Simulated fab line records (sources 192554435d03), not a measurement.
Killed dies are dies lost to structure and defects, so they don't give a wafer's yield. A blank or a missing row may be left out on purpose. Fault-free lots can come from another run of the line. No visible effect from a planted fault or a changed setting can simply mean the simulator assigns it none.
fab line records + flow n5Finfet
record:
- lots: 5
- wafers: 15
- lastDay: 18
route steps=1938 shown BEOL_M7@1323 BEOL_M8@1332
lots that met no fault: from a run of the same line without faults
startH: the number of hours between the record's first day and the start of the first shown wafer of the lot + waitH: hours from the lot's prior step to this one + " the same as in the row above + L1.1+2: one row covering several wafers at once + - no value, or no start was given + * or withheld: withheld + < > ~ a bound
route shown NAME@n: names a module that has steps shown in the file, with the first one's number in the route + usual: mean/standard deviation of fault-free wafers + same: alike in all rows + chamber/n: place in a boat + sites: each site's reading + _std_site: their standard deviation + _edge_site: mean of outer sites minus mean of inner sites + radiusMm: for every site, how far away it sits from the centre of the wafer + mask NAME#n: copy n + behind: the last tool/chamber to shape the wafer + hold: what put the lot on hold/how long, in hours/how the hold closed + device: which transistor (n, p or np) failed to switch + end of line: the tests these same wafers got at the end of their route + where a step has no rows: the recipe by itself + killed: not the wafer's yield, but the dies lost to structure and defects at the first sort + map: a wafer's dies, x killed, . not, _ none there
set.NAME: the run value of the setting; set.NAME@STEP: its run value at that earlier step + model.NAME: the simulator's own value behind a step, which no gauge read
lots at some steps of the route; a table a step, a row a wafer
services: a tool's chamber out of use, with start hour (startH, from the record's first day; less than 0 if before it), hours out, and reason
== steps ==
step: N5_BEOL_M7_SPUTTER_48
recipe:
- material: Cu
- targetThkA: 100
- tempC: -20
- biasV: 60
- powerW: 26000
- chamberPressurePa: 0.13
- timeS: 1.667
step: N5_BEOL_M7_ECD_50
recipe:
- material: Cu
- targetThkA: 3000
step: N5_BEOL_M7_ANNEAL_51
recipe:
- tempC: 225
- timeS: 90
- ambient: N2
step: N5_BEOL_M7_CMP_52
recipe:
- stopOn: SiCOH_lowk
- tOverpolishS: 6.9
- downForcePsi: 1
- platenRpm: 50
- clearingPlatenDownForcePsi: 1.5
- clearingPlatenRpm: 50
- postCmpClean: cuAlkaline
- targetThkNm: 80
- clearingPlatenPadVelocityMS: 0.99484
- padVelocityMS: 0.99484
step: N5_BEOL_M7_PRE_CLEAN_55
recipe:
- gas: NH3
- timeS: 15
- tempC: withheld
- rfPowerW: 300
step: N5_BEOL_M7_DEP_56
recipe:
- material: SiCN
- targetThkA: 100
- tempC: withheld
- precursor: 3MS/NH3
- pressureTorr: 3
- rfW: 202
- timeS: 17.5
step: N5_BEOL_M8_ILD_DEP_00
recipe:
- material: SiCOH_lowk
- targetThkA: 1797.5
- tempC: 300
- precursor: DEMS/porogen
- pressureTorr: 5
- rfW: 500
- timeS: 33.4
step: N5_BEOL_M8_CURE_74
recipe:
- tempC: 385
- timeS: 240
- ambient: He/Ar
- material: SiCOH_lowk
step: N5_BEOL_M8_PECVD_70
recipe:
- material: SiO2
- targetThkA: 200
- tempC: 400
- precursor: TEOS/O2
- pressureTorr: 5.5
- rfW: 450
- teosFlowSccm: 53.8
- gas: O2
- flowSccm: 3000
- timeS: 22.7
usual:
- chamberPressureTorr: 5.499/0.013
- heaterPowerW: 734/88
- showerheadPlenumPTorr: 8.75/0.061
- susceptorTempC: 400.00/0.22
- throttleValvePct: 22.1/0.97
| lot.wafer | tool     | chamber | startH | waitH | chamberPressureTorr | heaterPowerW | showerheadPlenumPTorr | susceptorTempC | throttleValvePct | model.SiO2_of_BEOL_M8_PECVD_70.thkNm |
|-----------|----------|---------|--------|-------|---------------------|--------------|-----------------------|----------------|------------------|--------------------------------------|
| L952.1    | pecvd-01 | 0       | 225.52 | 0.0   | 5.527               | 576          | 8.78                  | 400.00         | 23.6             | 20                                   |
| L952.4    | "        | 2       | "      | "     | 5.495               | 837          | 8.67                  | 400.11         | 21.0             | 20.2                                 |
| L952.5    | "        | 1       | "      | "     | 5.502               | 649          | 8.70                  | 399.93         | 22.7             | 20.4                                 |
| L963.2    | pecvd-01 | 2       | 301.58 | 0.0   | 5.486               | 745          | 8.67                  | 400.13         | 21.1             | 19.6                                 |
| L963.5    | "        | 2       | "      | "     | 5.479               | 757          | 8.68                  | 400.12         | 21.0             | 20                                   |
| L963.6    | "        | 0       | "      | "     | 5.515               | 767          | 8.78                  | 428.57         | 23.9             | 16                                   |
| L966.1    | pecvd-01 | 1       | 302.06 | 0.0   | 5.495               | 730          | 8.72                  | 400.40         | 22.6             | 19.8                                 |
| L966.2    | "        | 0       | "      | "     | 5.504               | 861          | 8.78                  | 429.25         | 23.7             | 16                                   |
| L966.6    | "        | 2       | "      | "     | 5.512               | 767          | 8.69                  | 399.91         | 21.1             | 20.2                                 |
| L968.1    | pecvd-01 | 0       | 326.22 | 0.0   | 5.477               | 821          | 8.77                  | 428.81         | 24.2             | 16.2                                 |
| L968.2    | "        | 2       | "      | "     | 5.522               | 701          | 8.72                  | 400.21         | 21.1             | 20                                   |
| L968.6    | "        | 0       | "      | "     | 5.482               | 814          | 8.77                  | 428.86         | 23.7             | 16.2                                 |
| L973.3    | pecvd-04 | 2       | 359.51 | 0.0   | 5.495               | 913          | 8.87                  | 399.90         | 21.5             | 19.8                                 |
| L973.5    | "        | 1       | "      | "     | 5.495               | 801          | 8.88                  | 400.21         | 21.6             | 20.4                                 |
| L973.6    | "        | 2       | "      | "     | 5.493               | 895          | 8.86                  | 400.00         | 21.7             | 20.2                                 |
step: N5_BEOL_M8_HM_DEP_02
recipe:
- material: TiN
- targetThkA: 200
- tempC: 25
- chamberPressurePa: 0.49996
step: N5_BEOL_M8_COAT_59
recipe:
- resist: SOC
- tempC: 250
- timeS: 60
- spinRpm: 1500
- resistThkNm: 100
step: N5_BEOL_M8_COAT_60
recipe:
- resist: SiARC
- tempC: 220
- timeS: 60
- spinRpm: 1500
- resistThkNm: 35
step: N5_BEOL_M8_COAT_05
recipe:
- resist: CAR-ArF
- spinRpm: 1500
- resistThkNm: 90
step: N5_BEOL_M8_EBR_07
recipe:
- solvent: PGMEA
- ebrWidthMm: 1.5
step: N5_BEOL_M8_SOFTBAKE_06
recipe:
- tempC: 110
- timeS: 60
- resist: CAR-ArF
step: N5_BEOL_M8_EXPOSE_08
recipe:
- maskId: M8
- na: 1.35
- sourceShape: dipole
- sigmaInner: 0.817
- sigmaOuter: 0.97
- polarization: te
- doseMj: 68.25
step: N5_BEOL_M8_PEB_09
recipe:
- pebTempC: withheld
- pebTimeS: 60
- resist: CAR-ArF
step: N5_BEOL_M8_DEVELOP_10
recipe:
- developTimeS: 30
- developer: TMAH
- resist: CAR-ArF
- rinseLiquid: diw
- dry: airSpin
- devTempC: 23
step: N5_BEOL_M8_DESCUM_16
recipe:
- chemistry: O2
- timeS: 7.9
- sourcePowerW: 50
- biasPowerW: 20
- pressureMtorr: 20
- rfFrequencyHz: 2.712e+07
- tempC: 40
- resist: CAR-ArF
- o2FlowSccm: 225
step: N5_BEOL_M8_ETCH_61
recipe:
- chemistry: CF4
- target: SiARC
- targetDepthA: 455
- maskMaterial: CAR-ArF
- timeS: 75.8
- ionEnergyEv: 80
- pressureMtorr: 40
- sourceW: 545
- biasW: 36
- Ar_flow_sccm: 100
- cf4FlowSccm: 100
- ends: cleared
step: N5_BEOL_M8_ETCH_62
recipe:
- chemistry: N2/H2
- target: SOC
- targetDepthA: 1100
- overetchA: 220
- maskMaterial: SiARC
- tempC: 40
- timeS: 165
- ionEnergyEv: 200
- pressureMtorr: 30
- sourceW: 840
- biasW: 150
- n2FlowSccm: 200
- h2FlowSccm: 200
step: N5_BEOL_M8_STRIP_68
recipe:
- chemistry: N2/H2
- tempC: 40
- n2FlowSccm: 200
- h2FlowSccm: 200
- rfFrequencyHz: 6e+07
step: N5_BEOL_M8_STRIP_67
recipe:
- chemistry: CF4
- resist: SiARC
- powerW: 300
- biasPowerW: 75
- pressureMtorr: 50
- cf4FlowSccm: 150
- rfFrequencyHz: 6e+07
step: N5_BEOL_M8_HM_OPEN_17
recipe:
- chemistry: Cl2/BCl3
- targetDepthA: 200
- overetchA: 60
- target: TiN
- maskMaterial: SOC
- ionEnergyEv: 150
- pressureMtorr: 10
- icpW: 1000
- biasW: 126
- Cl2_flow_sccm: 53.25
- bcl3FlowSccm: 21.75
- Ar_flow_sccm: 25
step: N5_BEOL_M8_STRIP_19
recipe:
- chemistry: O2
- powerW: 400
- tempC: 40
- pressureMtorr: 30
- rfFrequencyHz: 6e+07
- biasPowerW: 0
- overashFraction: 0.2
- o2FlowSccm: 225
step: N5_BEOL_M8_COAT_63
recipe:
- resist: SOC
- tempC: 250
- timeS: 60
- spinRpm: 1500
- resistThkNm: 60
step: N5_BEOL_M8_COAT_64
recipe:
- resist: SiARC
- tempC: 220
- timeS: 60
- spinRpm: 1500
- resistThkNm: 12
step: N5_BEOL_M8_COAT_71
recipe:
- resist: underlayer
- tempC: 205
- timeS: 60
- spinRpm: 1500
- resistThkNm: 5
step: N5_BEOL_M8_COAT_22
recipe:
- resist: CAR-EUV
- spinRpm: 1500
- resistThkNm: 30
step: N5_BEOL_M8_EBR_24
recipe:
- solvent: PGMEA
- ebrWidthMm: 1.5
step: N5_BEOL_M8_SOFTBAKE_23
recipe:
- tempC: 110
- timeS: 60
- resist: CAR-EUV
step: N5_BEOL_M8_EXPOSE_25
recipe:
- maskId: V7
- na: 0.33
- sourceShape: annular
- sigmaInner: 0.4
- sigmaOuter: 0.8
- polarization: unpolarized
- targetCdNm: 40
- doseMj: 42.5
step: N5_BEOL_M8_PEB_26
recipe:
- pebTempC: 100
- pebTimeS: 60
- resist: CAR-EUV
step: N5_BEOL_M8_DEVELOP_27
recipe:
- developTimeS: 30
- developer: TMAH
- resist: CAR-EUV
- rinseLiquid: surfactantRinse
- dry: airSpin
- devTempC: 23
step: N5_BEOL_M8_HM_STRIP_39
recipe:
- chemistry: peroxideTinStrip
- material: TiN
- targetDepthA: 250
- tempC: 50
- timeS: 158
usual:
- bathHeatDutyPct: 7.4/0.77
- tempC: 49.99/0.11
| lot.wafer | tool        | chamber | startH | waitH | bathHeatDutyPct | tempC | model.SiO2_of_BEOL_M8_PECVD_70.thkNm |
|-----------|-------------|---------|--------|-------|-----------------|-------|--------------------------------------|
| L952.1    | wetBench-03 | 2       | 229.47 | 0.0   | 6.4             | 50.00 | 20                                   |
| L952.4    | "           | 0       | "      | "     | 7.1             | 50.02 | 20                                   |
| L952.5    | "           | 7       | "      | "     | 7.3             | 50.04 | 20.2                                 |
| L963.2    | wetBench-04 | 5       | 304.37 | 0.0   | 7.1             | 49.93 | 19.6                                 |
| L963.5    | "           | 1       | "      | "     | 7.5             | 49.91 | 19.8                                 |
| L963.6    | "           | 2       | "      | "     | 7.8             | 49.92 | 15.8                                 |
| L966.1    | wetBench-04 | 2       | 304.83 | 0.0   | 8.2             | 50.05 | 19.6                                 |
| L966.2    | "           | 3       | "      | "     | 7.1             | 50.12 | 15.8                                 |
| L966.6    | "           | 4       | "      | "     | 8.0             | 49.91 | 20.2                                 |
| L968.1    | wetBench-04 | 2       | 330.93 | 0.0   | 7.6             | 49.74 | 16                                   |
| L968.2    | "           | 5       | "      | "     | 6.8             | 50.02 | 19.8                                 |
| L968.6    | "           | 0       | "      | "     | 8.0             | 49.79 | 16                                   |
| L973.3    | wetBench-01 | 2       | 363.75 | 0.0   | 5.9             | 50.02 | 19.6                                 |
| L973.5    | "           | 5       | "      | "     | 6.6             | 49.90 | 20.2                                 |
| L973.6    | "           | 6       | "      | "     | 7.5             | 49.97 | 20                                   |
step: N5_BEOL_M8_CMP_52
recipe:
- stopOn: SiCOH_lowk
- tOverpolishS: 6.9
- downForcePsi: 1
- platenRpm: 50
- clearingPlatenDownForcePsi: 1.5
- clearingPlatenRpm: 50
- postCmpClean: cuAlkaline
- targetThkNm: 80
- clearingPlatenPadVelocityMS: 0.99484
- padVelocityMS: 0.99484
usual:
- barrierFieldEndpointS: 28.6/0.7
- motorCurrentA: 6.0/0.57
| lot.wafer | tool   | chamber | startH | waitH | barrierFieldEndpointS | motorCurrentA |
|-----------|--------|---------|--------|-------|-----------------------|---------------|
| L952.1    | cmp-02 | 1       | 231.66 | 0.3   | 29.2                  | 5.9           |
| L952.4    | "      | 0       | "      | "     | 28.4                  | 5.5           |
| L952.5    | "      | 1       | "      | "     | 29.2                  | 5.8           |
| L963.2    | cmp-02 | 1       | 306.48 | 0.3   | 28.9                  | 5.7           |
| L963.5    | "      | 3       | "      | "     | 29.2                  | 5.9           |
| L963.6    | "      | 0       | "      | "     | 23.7                  | 5.8           |
| L966.2    | cmp-04 | 3       | 308.29 | 0.2   | 23.3                  | 5.4           |
| L966.1    | "      | 0       | "      | "     | 28.6                  | 4.9           |
| L966.6    | "      | 2       | "      | "     | 29.3                  | 6.6           |
| L968.2    | cmp-04 | 2       | 332.88 | 0.2   | 27.8                  | 6.3           |
| L968.1    | "      | 1       | "      | "     | 24.1                  | 5.2           |
| L968.6    | "      | 2       | "      | "     | 23.7                  | 6.3           |
| L973.3    | cmp-04 | 1       | 365.71 | 0.3   | 28.4                  | 5.2           |
| L973.5    | "      | 2       | "      | "     | 29.2                  | 6.7           |
| L973.6    | "      | 3       | "      | "     | 28.8                  | 5.6           |
== services ==
| tool        | chamber | startH | hours | kind                          |
|-------------|---------|--------|-------|-------------------------------|
| pecvd-04    | 2       | 202.38 | -     | clean                         |
| pecvd-04    | 2       | 202.38 | -     | consumableReplace:showerhead  |
| pecvd-04    | 2       | 202.38 | 29.0  | scheduledDown                 |
| pecvd-04    | 2       | 202.38 | 29.0  | ventCycle                     |
| pecvd-04    | -       | 205.00 | 0.8   | repair                        |
| cmp-04      | -       | 231.82 | 1.6   | repair                        |
| cmp-02      | -       | 233.52 | 6.2   | pm                            |
| cmp-02      | -       | 256.17 | 4.0   | pm                            |
| cmp-02      | -       | 260.17 | -     | consumableReplace:conditioner |
| cmp-02      | -       | 260.17 | -     | consumableReplace:pad         |
| wetBench-03 | -       | 264.80 | 1.9   | pm                            |
| cmp-04      | -       | 266.31 | 4.0   | pm                            |
| pecvd-04    | -       | 269.27 | 1.5   | repair                        |
| cmp-04      | -       | 270.31 | -     | consumableReplace:conditioner |
| cmp-04      | -       | 270.31 | -     | consumableReplace:pad         |
| cmp-04      | -       | 284.64 | 4.7   | pm                            |
| pecvd-01    | 1       | 284.69 | 6.8   | repair                        |
| pecvd-01    | -       | 286.81 | 3.3   | repair                        |
| wetBench-03 | -       | 303.04 | 2.7   | repair                        |
| wetBench-01 | -       | 315.59 | 2.9   | repair                        |
| cmp-04      | -       | 331.14 | 0.2   | repair                        |
| pecvd-04    | 1       | 364.40 | 29.3  | repair                        |
== key ==
firstSign:
- step: N5_BEOL_M8_PECVD_70
- reading: susceptorTempC
- direction: up
- sigmas: 99+
- usual: *
- struck: *
effect:
- step: N5_BEOL_M8_CMP_52
- reading: barrierFieldEndpointS
- direction: down
- sigmas: 7.1
- usual: 28.6
- struck: 23.7
modelEffect:
- step: N5_BEOL_M8_PECVD_70
- value: SiO2_of_BEOL_M8_PECVD_70.thkNm
- without: 19.9
- struck: 16.1
modelEffect:
- step: N5_BEOL_M8_HM_STRIP_39
- value: SiO2_of_BEOL_M8_PECVD_70.thkNm
- without: 19.75
- struck: 15.9
metAt N5_BEOL_M8_PECVD_70
struckWafers L963.6,L966.2,L968.1,L968.6
onsetBetween 225.52 301.58
fault:
- kind: processParameterDrift
- tool: pecvd-01
- chamber: 0
- onsetH: 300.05
- steps: N5_BEOL_M8_PECVD_70
- channel: tempC
- offset: *
- shape: step
- endH: 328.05
- actsIn: *
- stated: *
